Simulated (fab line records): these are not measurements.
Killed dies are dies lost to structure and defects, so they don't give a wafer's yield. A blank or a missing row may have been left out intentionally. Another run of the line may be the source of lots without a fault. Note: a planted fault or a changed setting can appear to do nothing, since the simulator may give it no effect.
Chamber matching / flow n5Finfet / N5_BEOL_M6_ILD_DEP_00 on pecvd-01 has 3 sister chambers
The step deposits SiCOH lowk from DEMS/porogen, target thk 179.75 nm, time 33.4 s. 6 wafers are shown with their chamber, then 10 later ones without.

== EACH WAFER AND ITS CHAMBER ==
wafer=L083.2; chamber=2; throttleValvePct (%)=13.6; heaterPowerW (W)=234
wafer=L085.1; chamber=0; throttleValvePct (%)=14.0; heaterPowerW (W)=267
wafer=L085.3; chamber=2; throttleValvePct (%)=13.7; heaterPowerW (W)=214
wafer=L085.5; chamber=1; throttleValvePct (%)=14.7; heaterPowerW (W)=375
wafer=L086.1; chamber=0; throttleValvePct (%)=13.7; heaterPowerW (W)=237
wafer=L086.2; chamber=1; throttleValvePct (%)=14.6; heaterPowerW (W)=377

== WAFERS WITHOUT THEIR CHAMBER ==
wafer=L086.3; throttleValvePct (%)=13.3; heaterPowerW (W)=248
wafer=L087.1; throttleValvePct (%)=14.7; heaterPowerW (W)=340
wafer=L087.3; throttleValvePct (%)=14.7; heaterPowerW (W)=353
wafer=L087.4; throttleValvePct (%)=13.6; heaterPowerW (W)=261
wafer=L092.2; throttleValvePct (%)=14.4; heaterPowerW (W)=333
wafer=L092.3; throttleValvePct (%)=13.6; heaterPowerW (W)=266
wafer=L092.4; throttleValvePct (%)=13.7; heaterPowerW (W)=252
wafer=L095.2; throttleValvePct (%)=13.6; heaterPowerW (W)=239
wafer=L095.3; throttleValvePct (%)=14.6; heaterPowerW (W)=323
wafer=L095.4; throttleValvePct (%)=13.4; heaterPowerW (W)=245

== WHICH CHAMBER EACH ONE RAN IN ==
wafer=L086.3; from the rows above=can't be placed: 2 or 0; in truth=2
wafer=L087.1; from the rows above=1; in truth=1
wafer=L087.3; from the rows above=1; in truth=1
wafer=L087.4; from the rows above=can't be placed: 0 or 2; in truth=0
wafer=L092.2; from the rows above=1; in truth=1
wafer=L092.3; from the rows above=can't be placed: 0 or 2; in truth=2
wafer=L092.4; from the rows above=can't be placed: 0 or 2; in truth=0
wafer=L095.2; from the rows above=can't be placed: 2 or 0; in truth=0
wafer=L095.3; from the rows above=1; in truth=1
wafer=L095.4; from the rows above=can't be placed: 2 or 0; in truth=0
Placed correctly: 4 of 10. Cannot be placed on the basis of these rows: 6; the candidates contain the true chamber in 6. 0 placed wrongly.
How it was worked out, from the rows above alone: a wafer's distance from a chamber is the root of the sum, over the readings, of the square of ((its reading less the chamber's mean) divided by the reading's scatter). If the next closest chamber is less than 2 further off than the closest, the wafer can't be placed; otherwise it belongs to the closest. The mean given for a chamber averages the wafers shown for that chamber. The scatter: take each reading less its chamber's mean, square it, sum over the shown wafers, divide by the number of wafers less the number of chambers, and take the root.
